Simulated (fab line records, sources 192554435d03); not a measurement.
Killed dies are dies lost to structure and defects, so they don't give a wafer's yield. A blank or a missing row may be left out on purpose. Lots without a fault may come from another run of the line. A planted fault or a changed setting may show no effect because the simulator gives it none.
fab line records | flow n5_finfet
record lots=5 wafers=13 last_day=18
route steps=1938 shown FIN_SAQP@135 FIN_CUT@154 STI_FIN_REVEAL@196 BEOL_M4@1111 PASSIVATION@1936
lots that met no fault: from a run of the same line without faults
start_h: hours from the record's first day to the start of the lot's first wafer shown | wait_h: hours since the lot's step before | " the same as in the row above | L1.1+2: a row that stands for several wafers | - no value, or no start given | * or withheld: withheld | < > ~ a bound
route shown NAME@n: a module of which the file shows steps, and the number in the route of the first | usual: mean/standard deviation of fault-free wafers | same: alike in all rows | chamber/n: place in a boat | sites: the reading at each site | _std_site: their standard deviation | _edge_site: outer sites' mean less inner sites' | radius_mm: how far each site lies from the wafer's centre | mask NAME#n: copy n | behind: the tool/chamber that last shaped the wafer | hold: why the lot was held/for how many hours/how that ended | device: the transistor (n, p or np) that didn't switch | end of line: the same wafers' tests at the end of the route | a step without rows: its recipe alone | killed: dies lost to structure and defects at the first sort, not the wafer's yield | map: a wafer's dies, x killed, . not, _ none there
set.NAME: the setting as run; set.NAME@STEP: as run at that earlier step | model.NAME: the simulator's own value behind a step, which no gauge read
lots at some steps of the route; a table a step, a row a wafer
services: from which hour (start_h, from the record's first day; less than 0 if before it) a tool's chamber was out of use, for how many hours, and why
## steps
# step N5_FIN_SAQP_ETCH_67
# recipe chemistry=CH3F/O2 target=SiNx target_depth_a=300 mask_material=SOC pressure_mtorr=30 source_w=395 bias_w=73 Ar_flow_sccm=150 CH3F_flow_sccm=30 O2_flow_sccm=20 ion_energy_ev=120
# step N5_FIN_SAQP_STRIP_70
# recipe chemistry=N2/H2 power_w=500 temp_c=40 pressure_mtorr=50 rf_frequency_hz=6e+07 overash_fraction=0.3 bias_power_w=28 h2_frac=0.5 n2_flow_sccm=300 h2_flow_sccm=300
# step N5_FIN_SAQP_RECESS_71
# recipe chemistry=HF/NH3 target=SiO2 target_depth_a=30 afs_cycles=1 temp_c=30 sublimation_temp_c=180 sublimation_time_s=60
# step N5_FIN_SAQP_SPACER2_ALD_28
# recipe material=SiO2 target_thk_a=81 temp_c=300 ald_precursor_family=BDEAS ald_co_reactant=O2-plasma pulse_time_s=1 purge_time_s=2 co_reactant_purge_time_s=2 pressure_torr=2
# step N5_FIN_SAQP_SPACER2_ETCHBACK_29
# recipe chemistry=CHF3/O2 mode=anisotropic_etchback target=SiO2 target_depth_a=122 time_s=6.1 pressure_mtorr=30 source_w=650 bias_w=170 Ar_flow_sccm=200 CHF3_flow_sccm=50 O2_flow_sccm=5 ion_energy_ev=200
# step N5_FIN_SAQP_MANDREL2_REMOVE_60
# recipe chemistry=HBr/Cl2/O2 bt_time_s=10 target=a-Si stop_on=SiNx endpoint=OES-SiCl over_etch_frac=1 icp_w=600 bias_w=22 HBr_flow_sccm=150 Cl2_flow_sccm=80 O2_flow_sccm=5 pressure_mtorr=10
# step N5_FIN_SAQP_HM_OPEN_33
# recipe chemistry=CH3F/O2 target=SiNx mask_material=SiO2 target_depth_a=494 time_s=70.6 pressure_mtorr=30 source_w=395 bias_w=73 Ar_flow_sccm=150 CH3F_flow_sccm=30 O2_flow_sccm=20 ion_energy_ev=120 ends=cleared
# step N5_FIN_SAQP_ETCH_34
# recipe chemistry=C4F6/O2 target=SiO2 target_depth_a=450 time_s=15 ion_energy_ev=250 pressure_mtorr=30 source_w=345 bias_w=185 Ar_flow_sccm=300 C4F6_flow_sccm=10 O2_flow_sccm=10 ends=cleared
# step N5_FIN_SAQP_STRIP_77
# recipe chemistry=N2/H2 time_s=90 power_w=100 temp_c=40 pressure_mtorr=100 rf_frequency_hz=6e+07 bias_power_w=3 n2_flow_sccm=300 h2_flow_sccm=300
# step N5_FIN_SAQP_ETCH_64
# recipe chemistry=CF4 target=SiO2 target_depth_a=15 ion_energy_ev=350 pressure_mtorr=10 icp_w=800 bias_w=400 cf4_flow_sccm=80
# step N5_FIN_SAQP_FIN_ETCH_36
# recipe chemistry=HBr/Cl2/O2 target_depth_a=1200 mask_material=SiNx time_s=50.4 bias_w=102 pressure_mtorr=10 icp_w=800 HBr_flow_sccm=150 Cl2_flow_sccm=80 O2_flow_sccm=12
# usual drypump_motor_current_A=5.7/0.35 oes_product_au=0.996/0.021 throttle_valve_pct=36.2/0.36
# columns lot.wafer tool chamber start_h wait_h drypump_motor_current_A oes_product_au rf_hours_counter_h throttle_valve_pct model.FIN_SAQP.feature_depth_nm model.etch.depth_nm model.SiNx_of_FIN_SAQP_HM_DEP_03.thk_nm
L292.1 rie_si-03 2 62.87 0.0 5.3 1.008 52 36.1 119 119 20.8
L292.2 " 1 " " 6.1 0.964 169 36.6 120 120.1 20.6
L292.6 " 1 " " 6.1 0.967 - 36.6 121 121 21
L301.2 rie_si-03 2 117.06 0.0 5.3 0.984 53 36.1 116.4 116.4 21
L301.5 " 0 " " 6.0 1.493 - 35.9 196.4 196.3 13.8
L301.6 " 1 " " 6.1 0.957 - 36.7 118.6 118.6 21.4
L302.1 rie_si-03 1 122.33 0.0 6.1 0.964 170 36.7 119.2 119.1 20.4
L302.5 " 0 " " 6.0 1.481 - 35.9 195.4 195.3 13.8
L303.3 rie_si-03 1 128.52 0.0 6.1 1.418 170 35.8 199.4 199.3 14
L303.5 " 0 " " 6.0 1.485 - 35.9 195.2 195.3 13.8
L309.2 rie_si-05 3 164.46 0.0 5.3 1.024 62 35.7 121.2 121.1 20.4
L309.3 " 1 " " 5.8 0.980 130 36.5 118.6 118.6 20.8
L309.6 " 1 " " 5.8 0.983 - 36.5 117.6 117.7 21
# step N5_FIN_SAQP_PRECLEAN_38
# recipe chemistry=O3/DIW time_s=45 temp_c=22 o3_ppm=10
# step N5_FIN_SAQP_PRECLEAN_45
# recipe chemistry=dHF time_s=10 dilution=500:1 temp_c=25
# step N5_FIN_SAQP_SRD_39
# recipe dry=ipa_marangoni time_s=30 temp_c=23 rinse_liquid=diw
# step N5_FIN_SAQP_OCD_MEAS_76
# usual trench_depth_nm=119.2/1.5
# columns lot.wafer tool chamber start_h wait_h trench_depth_nm
L292.1 ocd-01 - 63.09 0.0 119.1
L292.2 " - " " 120.6
L292.6 " - " " 120.9
L301.2 ocd-02 - 117.29 0.0 116.6
L301.5 " - " " 196.1
L301.6 " - " " 118.3
L302.1 ocd-01 - 122.55 0.0 119.2
L302.5 " - " " 195.6
L303.3 ocd-02 - 128.75 0.0 199.4
L303.5 " - " " 195.7
L309.2 ocd-01 - 164.68 0.0 121.0
L309.3 " - " " 118.5
L309.6 " - " " 117.7
# step N5_FIN_CUT_COAT_18
# recipe resist=SOC temp_c=250 time_s=60 spin_rpm=1500 resist_thk_nm=230
# step N5_FIN_CUT_COAT_19
# recipe resist=SiARC temp_c=220 time_s=60 spin_rpm=1500 resist_thk_nm=20
# step N5_FIN_CUT_COAT_29
# recipe resist=underlayer temp_c=205 time_s=60 spin_rpm=1500 resist_thk_nm=10
# step N5_FIN_CUT_COAT_02
# recipe resist=CAR-EUV spin_rpm=1500 resist_thk_nm=30
# step N5_FIN_CUT_EBR_04
# recipe solvent=PGMEA ebr_width_mm=1.5
# step N5_FIN_CUT_SOFTBAKE_03
# recipe temp_c=110 time_s=60 resist=CAR-EUV
# step N5_FIN_CUT_EXPOSE_05
# recipe mask_id=FIN_CUT na=0.33 source_shape=annular sigma_inner=0.35 sigma_outer=0.8 polarization=unpolarized dose_mj=45.75
# step N5_FIN_CUT_PEB_06
# recipe peb_temp_c=100 peb_time_s=60 resist=CAR-EUV
# step N5_FIN_CUT_DEVELOP_07
# recipe develop_time_s=30 developer=TMAH resist=CAR-EUV rinse_liquid=surfactant_rinse dry=air_spin dev_temp_c=23
# step N5_FIN_CUT_DESCUM_13
# recipe chemistry=O2 time_s=7 source_power_w=50 bias_power_w=20 pressure_mtorr=20 rf_frequency_hz=2.712e+07 temp_c=40 resist=CAR-EUV o2_flow_sccm=225
# step N5_FIN_CUT_ETCH_30
# recipe chemistry=N2/H2 target=underlayer target_depth_a=130 mask_material=CAR-EUV time_s=10.4 ion_energy_ev=200 pressure_mtorr=30 source_w=840 bias_w=150 n2_flow_sccm=200 h2_flow_sccm=200 ends=cleared
# step N5_FIN_CUT_ETCH_20
# recipe chemistry=CF4 target=SiARC target_depth_a=260 mask_material=CAR-EUV time_s=43.3 ion_energy_ev=80 pressure_mtorr=40 source_w=545 bias_w=36 Ar_flow_sccm=100 cf4_flow_sccm=100 ends=cleared
# step N5_FIN_CUT_ETCH_21
# recipe chemistry=N2/H2 target=SOC target_depth_a=2190 overetch_a=438 mask_material=SiARC temp_c=40 ion_energy_ev=100 bias_w=61 time_s=523.5 pressure_mtorr=30 source_w=850 n2_flow_sccm=200 h2_flow_sccm=200
# step N5_FIN_CUT_STRIP_23
# recipe chemistry=N2/H2 temp_c=40 n2_flow_sccm=200 h2_flow_sccm=200 rf_frequency_hz=6e+07
# step N5_FIN_CUT_STRIP_31
# recipe chemistry=N2/H2 temp_c=40 n2_flow_sccm=200 h2_flow_sccm=200 rf_frequency_hz=6e+07
# step N5_FIN_CUT_STRIP_24
# recipe chemistry=CF4 resist=SiARC power_w=300 bias_power_w=75 pressure_mtorr=50 cf4_flow_sccm=150 rf_frequency_hz=6e+07
# step N5_FIN_CUT_CUT_ETCH_26
# recipe chemistry=CH3F/O2 target=SiNx target_depth_a=390 mask_material=SOC time_s=55.7 pressure_mtorr=30 source_w=395 bias_w=73 Ar_flow_sccm=150 CH3F_flow_sccm=30 O2_flow_sccm=20 ion_energy_ev=120
# step N5_FIN_CUT_CUT_ETCH_27
# recipe chemistry=CHF3/O2 target=SiO2 target_depth_a=40 mask_material=SOC overetch_a=20 time_s=4.9 pressure_mtorr=30 source_w=650 bias_w=170 Ar_flow_sccm=200 CHF3_flow_sccm=50 O2_flow_sccm=5 ion_energy_ev=200
# step N5_FIN_CUT_PRECLEAN_35
# recipe time_s=13.3 temp_c=45 pressure_torr=125 p_hf_torr=3 p_coreactant_torr=25 chemistry=vHF
# step N5_FIN_CUT_CUT_ETCH_15
# recipe chemistry=HBr/Cl2/O2 target=Si target_depth_a=1000 bt_time_s=10 mask_material=SOC time_s=42.4 ion_energy_ev=* bias_w=* pressure_mtorr=10 icp_w=800 HBr_flow_sccm=150 Cl2_flow_sccm=80 O2_flow_sccm=12
# step N5_STI_FIN_REVEAL_RECESS_09
# recipe chemistry=HF/NH3 target=SiO2 afs_cycles=11 target_depth_a=425 temp_c=30 sublimation_temp_c=180 sublimation_time_s=60
# usual drypump_motor_current_A=5.6/0.44 temp_c=30.01/0.12
# columns lot.wafer tool chamber start_h wait_h drypump_motor_current_A temp_c model.SiNx_of_FIN_SAQP_HM_DEP_03.thk_nm
L292.1 vapor_etch-02 0 70.73 0.0 5.7 30.14 18
L292.2 " 1 " " 5.1 29.93 17.6
L292.6 " 1 71.79 1.1 5.1 30.19 18.2
L301.2 vapor_etch-01 0 125.10 0.0 5.2 29.99 18
L301.5 " 0 126.16 1.1 5.2 30.14 10.8
L301.6 " 1 " " 6.2 30.04 18.4
L302.1 vapor_etch-01 0 130.39 0.1 5.2 30.14 17.6
L302.5 " 0 131.45 1.1 5.2 30.15 10.8
L303.3 vapor_etch-02 1 137.23 0.6 5.1 30.00 11
L303.5 " 1 " " 5.1 29.93 10.8
L309.2 vapor_etch-02 0 171.97 0.0 5.7 30.30 17.4
L309.3 " 1 " " 5.1 29.81 17.8
L309.6 " 0 " " 5.6 30.04 18.2
# step N5_BEOL_M4_RC_MEAS_101
# usual DIBL_N=36.5/2 DIBL_P=36.5/2.3 IOFF_N=0.16/0.036 IOFF_P=0.21/0.037 ION_N=672/12 ION_P=459/7.1 SS_N=71.6/0.73 SS_P=73.4/0.76 VT_N=250/3.3 VT_P=-250.5/2.9
# columns lot.wafer tool chamber start_h wait_h DIBL_N[mV/V] DIBL_P[mV/V] IOFF_N[nA/um] IOFF_P[nA/um] ION_N[uA/um] ION_P[uA/um] SS_N[mV/dec] SS_P[mV/dec] VT_N[mV] VT_P[mV]
L292.1 prober-02 0 201.65 0.0 36.4 34.9 0.16 0.21 673 462 71.0 73.2 248 -249.7
L292.2 " 0 " " 36.3 34.2 0.18 0.21 690 467 71.5 72.9 245 -250.3
L292.6 " 0 " " 38.9 37.4 0.23 0.27 687 466 72.2 74.3 245 -246.5
L302.1 prober-02 0 262.70 0.0 37.0 35.9 0.15 0.20 671 459 72.1 73.0 251 -251.3
L302.5 " 0 " " 37.0 34.2 0.13 0.18 637 438 72.4 72.4 257 -252.3
L301.2 prober-01 0 263.44 0.2 35.1 37.3 0.15 0.19 672 458 71.6 73.6 249 -253.4
L301.5 " 0 " " 33.8 34.6 0.12 0.14 646 439 71.1 72.2 257 -257.0
L301.6 " 0 " " 32.5 34.1 0.11 0.15 664 455 70.5 72.5 251 -255.7
L303.3 prober-01 0 280.48 0.3 32.5 29.8 0.09 0.13 650 447 70.8 71.7 260 -259.6
L303.5 " 0 " " 33.0 30.8 0.10 0.14 656 452 70.3 71.7 253 -254.7
L309.2 prober-01 0 332.22 0.2 41.1 42.9 0.27 0.25 704 461 72.7 75.0 245 -252.2
L309.3 " 0 " " 35.5 37.8 0.14 0.19 664 454 71.2 73.7 253 -253.2
L309.6 " 0 " " 36.7 38.2 0.16 0.19 677 455 71.6 74.5 251 -254.5
# step N5_PASSIVATION_PROBE_49
# usual defect_limited_yield=91.4/1.4 killed_at_M0_to_M3=33/11 killed_at_M4_up=13/5.3 killed_at_contacts=13/6.1 killed_at_front_end=40/11 killed_at_other=2.9/2.7 killed_dies=102/17 killed_on_rim=14/4.2 killed_open=68/13 killed_short=32/7.5 sort_bin_4_leakage=0.00/0.022 sort_bin_5_function=5.1/0.98 sort_bin_6_memory=3.2/0.69 sort_bin_8_speed=0.1/1.1 sort_n_pass=1077/21 sort_yield_pct=91.3/1.7
# same gross_dies=1180 killed_at_back_side=0
# columns lot.wafer tool chamber start_h wait_h defect_limited_yield[%] killed_at_M0_to_M3 killed_at_M4_up killed_at_contacts killed_at_front_end killed_at_other killed_dies killed_on_rim killed_open killed_short sort_bin_4_leakage[%] sort_bin_5_function[%] sort_bin_6_memory[%] sort_bin_8_speed[%] sort_n_pass sort_yield_pct[%]
L292.1 prober-02 - 320.44 0.0 90.6 32 26 17 32 4 111 16 86 25 0 5.9 3.4 0 1069 90.6
L292.2 prober-02 - 320.49 0.1 91.6 44 15 18 21 1 99 18 61 37 0 5.6 2.4 0 1081 91.6
L292.6 prober-02 - 320.69 0.3 92.8 21 18 16 29 1 85 11 56 28 0 4.4 2.5 0 1095 92.8
L302.5 prober-02 - 383.51 0.2 90.4 34 26 10 43 0 113 20 82 30 0 6.2 3.2 5.8 999 84.7
L301.2 prober-02 - 391.87 0.1 91.7 30 15 9 37 7 98 12 75 22 0 4.7 3.5 0 1082 91.7
L301.5 prober-02 - 392.02 0.2 88.2 55 17 9 46 12 139 15 87 51 0 6.3 4.8 0.1 1040 88.1
L301.6 prober-02 - 392.07 0.3 89.6 52 13 11 39 8 123 19 75 47 0 6.4 3.6 0 1057 89.6
L303.3 prober-01 - 399.68 0.1 88.0 37 28 9 66 2 142 14 94 46 0 6.5 5.3 0 1038 88.0
L303.5 prober-01 - 399.78 0.2 92.8 27 10 16 26 6 85 13 56 27 0 4.7 2.2 0 1095 92.8
L309.2 prober-02 - 437.18 0.1 92.2 38 10 5 37 2 92 14 59 31 0.25 5.0 2.5 0 1085 91.9
L309.3 prober-02 - 437.23 0.1 93.6 23 5 1 46 0 75 10 54 21 0 3.6 2.2 0 1105 93.6
L309.6 prober-02 - 437.38 0.3 90.0 52 8 7 50 1 118 15 70 48 0 6.2 3.6 0 1062 90.0
# killed by level:class
L292.1 BEOL_M4:geometric_particle:open=18 BEOL_M0_SAQP:geometric_particle:open=13 MOL_CONTACT_COAG:geometric_particle:open=12 STI_FIN_REVEAL:geometric_particle:open=9 BEOL_M1:geometric_particle:open=7 BEOL_M3:geometric_particle:open=6 MOL_CONTACT_COAG:geometric_particle:short=5 FIN_SAQP:geometric_particle:open=4
L292.2 MOL_CONTACT_COAG:geometric_particle:open=16 BEOL_M0_SAQP:geometric_particle:short=12 GATE_CUT:geometric_particle:short=8 BEOL_M0_SAQP:geometric_particle:open=8 BEOL_M4:geometric_particle:open=7 BEOL_M3:geometric_particle:open=5 BEOL_M2:geometric_particle:open=5 BEOL_M5:geometric_particle:open=5
L292.6 MOL_CONTACT_COAG:geometric_particle:open=15 BEOL_M4:geometric_particle:short=7 BEOL_M1:geometric_particle:open=6 BEOL_M4:geometric_particle:open=6 GATE_CUT:geometric_particle:short=5 BEOL_M5:geometric_particle:open=5 FIN_SAQP:geometric_particle:short=4 STI_FIN_REVEAL:geometric_particle:open=4
L302.5 STI_FIN_REVEAL:geometric_particle:open=15 BEOL_M4:geometric_particle:open=15 FIN_SAQP:geometric_particle:open=8 BEOL_M1:geometric_particle:open=8 BEOL_M3:geometric_particle:open=8 BEOL_M0_SAQP:geometric_particle:short=7 MOL_CONTACT_COAG:geometric_particle:open=6 FIN_SAQP:geometric_particle:short=5
L301.2 BEOL_M3:geometric_particle:open=10 MOL_CONTACT_COAG:geometric_particle:open=9 STI_FIN_REVEAL:geometric_particle:open=8 BEOL_M0_SAQP:geometric_particle:open=7 BEOL_M2:geometric_particle:open=6 FIN_SAQP:geometric_particle:open=5 DUMMY_GATE:geometric_particle:open=5 MIM_TOP_ETCH:geometric_particle:short=5
L301.5 BEOL_M0_SAQP:geometric_particle:short=13 BEOL_M1:geometric_particle:open=13 BEOL_M3:geometric_particle:open=9 MOL_CONTACT_COAG:geometric_particle:open=8 BEOL_M0_SAQP:geometric_particle:open=8 FIN_SAQP:geometric_particle:short=7 STARTING-WAFER:geometric_particle:open=7 FIN_SAQP:geometric_particle:open=6
L301.6 BEOL_M3:geometric_particle:open=14 STI_FIN_REVEAL:geometric_particle:open=12 BEOL_M0_SAQP:geometric_particle:open=12 BEOL_M0_SAQP:geometric_particle:short=10 MOL_CONTACT_COAG:geometric_particle:open=7 FIN_SAQP:geometric_particle:open=6 FIN_SAQP:geometric_particle:short=6 GATE_CUT:geometric_particle:short=6
L303.3 STI_FIN_REVEAL:geometric_particle:open=16 BEOL_M4:geometric_particle:open=14 FIN_SAQP:geometric_particle:short=13 FIN_SAQP:geometric_particle:open=12 BEOL_M0_SAQP:geometric_particle:open=10 GATE_CUT:geometric_particle:short=8 MOL_CONTACT_COAG:geometric_particle:open=8 BEOL_M0_SAQP:geometric_particle:short=7
L303.5 MOL_CONTACT_COAG:geometric_particle:open=11 BEOL_M0_SAQP:geometric_particle:open=8 BEOL_M4:geometric_particle:open=7 MOL_CONTACT_COAG:geometric_particle:short=5 STI_FIN_REVEAL:geometric_particle:open=4 STARTING-WAFER:geometric_particle:open=4 PASS1_CAP:geometric_particle:short=4 DUMMY_GATE:geometric_particle:open=3
L309.2 BEOL_M0_SAQP:geometric_particle:short=10 BEOL_M1:geometric_particle:open=9 STI_FIN_REVEAL:geometric_particle:open=7 STARTING-WAFER:geometric_particle:open=7 BEOL_M3:geometric_particle:open=7 FIN_SAQP:geometric_particle:short=5 MOL_CONTACT_COAG:geometric_particle:open=5 BEOL_M2:geometric_particle:open=5
L309.3 BEOL_M3:geometric_particle:open=11 DUMMY_GATE:geometric_particle:open=10 FIN_SAQP:geometric_particle:short=9 STI_FIN_REVEAL:geometric_particle:open=9 GATE_CUT:geometric_particle:open=6 BEOL_M0_SAQP:geometric_particle:short=4 STARTING-WAFER:geometric_particle:open=4 FIN_SAQP:geometric_particle:open=3
L309.6 BEOL_M0_SAQP:geometric_particle:short=15 STI_FIN_REVEAL:geometric_particle:open=12 BEOL_M0_SAQP:geometric_particle:open=10 BEOL_M3:geometric_particle:open=10 GATE_CUT:geometric_particle:short=7 BEOL_M1:geometric_particle:open=7 FIN_SAQP:geometric_particle:short=6 MOL_CONTACT_COAG:geometric_particle:open=6
## services
# columns tool chamber start_h hours kind
vapor_etch-02 - 59.22 0.4 repair
rie_si-05 0 72.29 - clean
rie_si-05 0 72.29 12.0 scheduled_down
rie_si-05 0 72.29 12.0 vent_cycle
vapor_etch-01 - 102.10 1.6 repair
rie_si-03 - 110.53 2.8 pm
rie_si-03 0 129.17 - clean
rie_si-03 0 129.17 15.0 scheduled_down
rie_si-03 0 129.17 15.0 vent_cycle
## key
first_sign step=N5_FIN_SAQP_FIN_ETCH_36 reading=oes_product_au direction=up sigmas=23 usual=0.996 struck=1.469
effect step=N5_FIN_SAQP_OCD_MEAS_76 reading=trench_depth_nm direction=up sigmas=51 usual=119.2 struck=196.7
effect step=N5_BEOL_M4_RC_MEAS_101 reading=ION_P direction=down sigmas=2.2 usual=459 struck=444
effect step=N5_BEOL_M4_RC_MEAS_101 reading=VT_N direction=up sigmas=2.1 usual=250 struck=257
effect step=N5_BEOL_M4_RC_MEAS_101 reading=ION_N direction=down sigmas=2 usual=672 struck=647
effect step=N5_BEOL_M4_RC_MEAS_101 reading=VT_P direction=down sigmas=1.9 usual=-250.5 struck=-255.9
effect step=N5_BEOL_M4_RC_MEAS_101 reading=DIBL_P direction=down sigmas=1.8 usual=36.5 struck=32.3
effect step=N5_BEOL_M4_RC_MEAS_101 reading=SS_P direction=down sigmas=1.8 usual=73.4 struck=72.0
model_effect step=N5_FIN_SAQP_FIN_ETCH_36 value=FIN_SAQP.feature_depth_nm without=119 struck=196.6
model_effect step=N5_STI_FIN_REVEAL_RECESS_09 value=SiNx_of_FIN_SAQP_HM_DEP_03.thk_nm without=18.45 struck=10.85
met_at N5_FIN_SAQP_FIN_ETCH_36
struck_wafers L301.5,L302.5,L303.3,L303.5
onset_between 62.87 117.06
fault kind=process_parameter_drift tool=rie_si-03 chamber=- onset_h=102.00 steps=N5_FIN_SAQP_FIN_ETCH_36 channel=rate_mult offset=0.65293 shape=step end_h=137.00 scope=struck_wafers_only
